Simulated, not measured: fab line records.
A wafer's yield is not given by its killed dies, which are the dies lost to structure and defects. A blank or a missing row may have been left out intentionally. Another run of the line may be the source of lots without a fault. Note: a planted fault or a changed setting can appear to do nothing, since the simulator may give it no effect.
Matching of chambers :: flow nand harc :: rie diel-01 running NHARC_A_CONTACT_ETCH_88: 4 sister chambers
The step etches the open film in CF4, target depth 39 nm, time 65 s. 4 wafers are shown with their chamber, then 12 later ones without.

## WAFERS WITH THEIR CHAMBER
wafer: L469.4
chamber: 0
drypump motor current A (A): 4.8

wafer: L474.3
chamber: 1
drypump motor current A (A): 5.1

wafer: L474.5
chamber: 3
drypump motor current A (A): 5.9

wafer: L474.6
chamber: 2
drypump motor current A (A): 5.3

## WAFERS WITH NO CHAMBER GIVEN
wafer: L478.1
drypump motor current A (A): 5.3

wafer: L478.5
drypump motor current A (A): 5.3

wafer: L478.6
drypump motor current A (A): 5.9

wafer: L479.3
drypump motor current A (A): 4.8

wafer: L479.4
drypump motor current A (A): 5.1

wafer: L479.5
drypump motor current A (A): 4.9

wafer: L485.1
drypump motor current A (A): 4.9

wafer: L485.2
drypump motor current A (A): 5.4

wafer: L485.4
drypump motor current A (A): 5.9

wafer: L486.2
drypump motor current A (A): 5.3

wafer: L486.3
drypump motor current A (A): 4.8

wafer: L486.4
drypump motor current A (A): 5.9

## CHAMBER TAKEN BY EACH
wafer: L478.1
from the rows above: 2
in truth: 2

wafer: L478.5
from the rows above: 2
in truth: 2

wafer: L478.6
from the rows above: 3
in truth: 3

wafer: L479.3
from the rows above: 0
in truth: 0

wafer: L479.4
from the rows above: 1
in truth: 1

wafer: L479.5
from the rows above: can't be placed: 0 or 1
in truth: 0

wafer: L485.1
from the rows above: can't be placed: 0 or 1
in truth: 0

wafer: L485.2
from the rows above: 2
in truth: 2

wafer: L485.4
from the rows above: 3
in truth: 3

wafer: L486.2
from the rows above: 2
in truth: 2

wafer: L486.3
from the rows above: 0
in truth: 0

wafer: L486.4
from the rows above: 3
in truth: 3
10 of 12 placed correctly. Unplaceable from these rows: 2, with the true chamber sitting among the candidates in 2. Wrongly placed: 0.
How it was worked out, from the rows above alone: a wafer's distance from a chamber is the root of the sum, over the readings, of the square of ((its reading less the chamber's mean) divided by the reading's scatter). If the next closest chamber is less than 2 further off than the closest, the wafer can't be placed; otherwise it belongs to the closest. The mean given for a chamber averages the wafers shown for that chamber. The scatter (one wafer shown for each chamber): square how far every hidden wafer sits from the nearest shown wafer, average those squares and take the square root.
